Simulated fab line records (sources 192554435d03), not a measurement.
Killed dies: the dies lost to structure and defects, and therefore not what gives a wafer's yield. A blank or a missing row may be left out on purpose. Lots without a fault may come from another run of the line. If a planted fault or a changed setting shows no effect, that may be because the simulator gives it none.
Chamber matching | flow n5-finfet | N5_ZERO_LAYER_DESCUM_16 on rie-diel-05 has 3 sister chambers
The step chemistry O2, time 7.9 s. 6 wafers are shown with their chamber, then 6 later ones without.

== EACH WAFER AND ITS CHAMBER ==
wafer  | chamber | throttle-valve-pct (%) | oes-product-au (a.u.)
L275.5 | 0       | 20.76                  | 0.67
L275.6 | 3       | 20.48                  | 0.71
L285.4 | 1       | 20.20                  | 0.78
L285.5 | 3       | 20.52                  | 0.69
L287.3 | 1       | 20.20                  | 0.77
L287.4 | 0       | 20.37                  | 1.00

== WAFERS WITHOUT THEIR CHAMBER ==
wafer  | throttle-valve-pct (%) | oes-product-au (a.u.)
L287.5 | 20.35                  | 1.00
L290.3 | 20.20                  | 0.76
L290.4 | 20.54                  | 0.69
L291.1 | 20.36                  | 0.94
L291.5 | 20.36                  | 0.95
L291.6 | 20.20                  | 0.76

== THE CHAMBER EACH PASSED THROUGH ==
wafer  | from the rows above          | in truth
L287.5 | can't be placed: 0 or 1 or 3 | 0
L290.3 | can't be placed: 1 or 3      | 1
L290.4 | can't be placed: 3 or 0 or 1 | 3
L291.1 | can't be placed: 0 or 1 or 3 | 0
L291.5 | can't be placed: 0 or 1 or 3 | 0
L291.6 | can't be placed: 1 or 3      | 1
Placed correctly: 0 of 6. Not placeable from these rows: 6 (in 6, the candidates include the true chamber). Number placed wrongly: 0.
How it was worked out, from the rows above alone: a wafer's distance from a chamber is the root of the sum, over the readings, of the square of ((its reading less the chamber's mean) divided by the reading's scatter). The wafer belongs to the nearest chamber; if the next one is less than 2 further off, it can't be placed. A chamber's mean is the mean of its shown wafers. The scatter: the root of (the sum of the squares of (reading less its chamber's mean) over the shown wafers, divided by (wafers less chambers)).
